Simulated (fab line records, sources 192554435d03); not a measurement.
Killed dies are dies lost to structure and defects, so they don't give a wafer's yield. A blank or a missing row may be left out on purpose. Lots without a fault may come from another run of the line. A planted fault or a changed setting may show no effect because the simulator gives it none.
Chamber matching | flow n5_finfet | N5_HKMG_FIN_ALD_91 on ald_metal-01: 4 sister chambers
The step deposits TiN, target thk 1 nm, pulse time 1 s, purge time 3 s. 16 wafers are shown with their chamber, then 8 later ones without.

WAFERS WITH THEIR CHAMBER
wafer  | chamber | heater_power_w (W) | precursor_pulse_height_rel
L076.1 | 3       | 976                | 1.019
L076.3 | 0       | 727                | 0.952
L076.6 | 2       | 879                | 1.019
L082.1 | 1       | 922                | 1.030
L082.2 | 0       | 737                | 1.014
L082.4 | 2       | 874                | 0.997
L083.1 | 0       | 733                | 0.970
L083.2 | 1       | 894                | 1.013
L083.4 | 2       | 892                | 1.010
L086.1 | 2       | 861                | 1.002
L086.3 | 1       | 906                | 0.996
L086.6 | 2       | 894                | 1.000
L093.1 | 3       | 942                | 0.986
L093.2 | 2       | 886                | 0.994
L093.4 | 0       | 742                | 0.995
L094.1 | 2       | 887                | 0.986

SIGNATURES (means of the wafers above)
reading                    | chamber 0 | chamber 1 | chamber 2 | chamber 3 | scatter within a chamber
heater_power_w             | 734.75    | 907.33    | 881.86    | 959.00    | 12.6
precursor_pulse_height_rel | 0.98275   | 1.01300   | 1.00114   | 1.00250   | 0.0184
Rule: a wafer's distance from a chamber is the root of the sum, over the readings, of the square of ((its reading less the chamber's mean) divided by the reading's scatter). The wafer belongs to the nearest chamber; if the next one is less than 2 further off, it can't be placed. The scatter: the root of (the sum of the squares of (reading less its chamber's mean) over the shown wafers, divided by (wafers less chambers)).

WAFERS WITHOUT THEIR CHAMBER
wafer  | heater_power_w (W) | precursor_pulse_height_rel
L094.2 | 963                | 1.011
L094.5 | 912                | 0.992
L095.2 | 896                | 0.987
L095.3 | 708                | 1.005
L095.4 | 951                | 0.998
L097.2 | 960                | 0.976
L097.4 | 902                | 1.008
L097.5 | 973                | 1.007

WHICH CHAMBER EACH WENT THROUGH
wafer  | from the rows above     | in truth
L094.2 | 3                       | 3
L094.5 | can't be placed: 1 or 2 | 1
L095.2 | can't be placed: 2 or 1 | 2
L095.3 | 0                       | 0
L095.4 | 3                       | 3
L097.2 | 3                       | 3
L097.4 | can't be placed: 1 or 2 | 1
L097.5 | 3                       | 3
Placed correctly: 5 of 8. Can't be placed from these rows: 3 (the true chamber is among the candidates in 3). Placed wrongly: 0.
